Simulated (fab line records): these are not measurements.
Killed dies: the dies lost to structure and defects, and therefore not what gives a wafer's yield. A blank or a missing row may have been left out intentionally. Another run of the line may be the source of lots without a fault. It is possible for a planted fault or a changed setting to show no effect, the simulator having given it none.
Matching of chambers + flow n5-finfet + 4 sister chambers for N5_BEOL_M10_ALD_74 on ald-metal-04
The step deposits TaN, target thk 2 nm, pulse time 2 s, purge time 3 s. 4 wafers are shown with their chamber, then 7 later ones without.

== WAFERS PAIRED WITH THEIR CHAMBERS ==
| wafer  | chamber | heater-power-w (W) |
|--------|---------|--------------------|
| L083.1 | 3       | 364                |
| L084.4 | 0       | 366                |
| L086.1 | 1       | 379                |
| L086.4 | 2       | 352                |

== WAFERS MISSING THEIR CHAMBER ==
| wafer  | heater-power-w (W) |
|--------|--------------------|
| L086.5 | 369                |
| L091.1 | 371                |
| L091.4 | 371                |
| L091.6 | 367                |
| L092.2 | 373                |
| L092.3 | 366                |
| L092.6 | 361                |

== EACH ONE'S CHAMBER ==
| wafer  | from the rows above          | in truth |
|--------|------------------------------|----------|
| L086.5 | can't be placed: 0 or 3 or 1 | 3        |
| L091.1 | can't be placed: 0 or 3 or 1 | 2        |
| L091.4 | can't be placed: 0 or 3 or 1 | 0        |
| L091.6 | can't be placed: 0 or 3      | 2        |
| L092.2 | can't be placed: 1 or 0 or 3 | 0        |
| L092.3 | can't be placed: 0 or 3      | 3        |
| L092.6 | can't be placed: 3 or 0 or 2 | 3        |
Correctly placed: 0 of 7. These rows do not allow placing 7 (true chamber among the candidates in 5). Placed wrongly: 0.
How it was worked out, from the rows above alone: a wafer's distance from a chamber is the root of the sum, over the readings, of the square of ((its reading less the chamber's mean) divided by the reading's scatter). The wafer belongs to the nearest chamber; if the next one is less than 2 further off, it can't be placed. For every chamber, the mean is computed from those of its wafers that are shown. The scatter: with one shown wafer a chamber, the root of the mean of the squares of how far each hidden wafer lies from its nearest shown one.
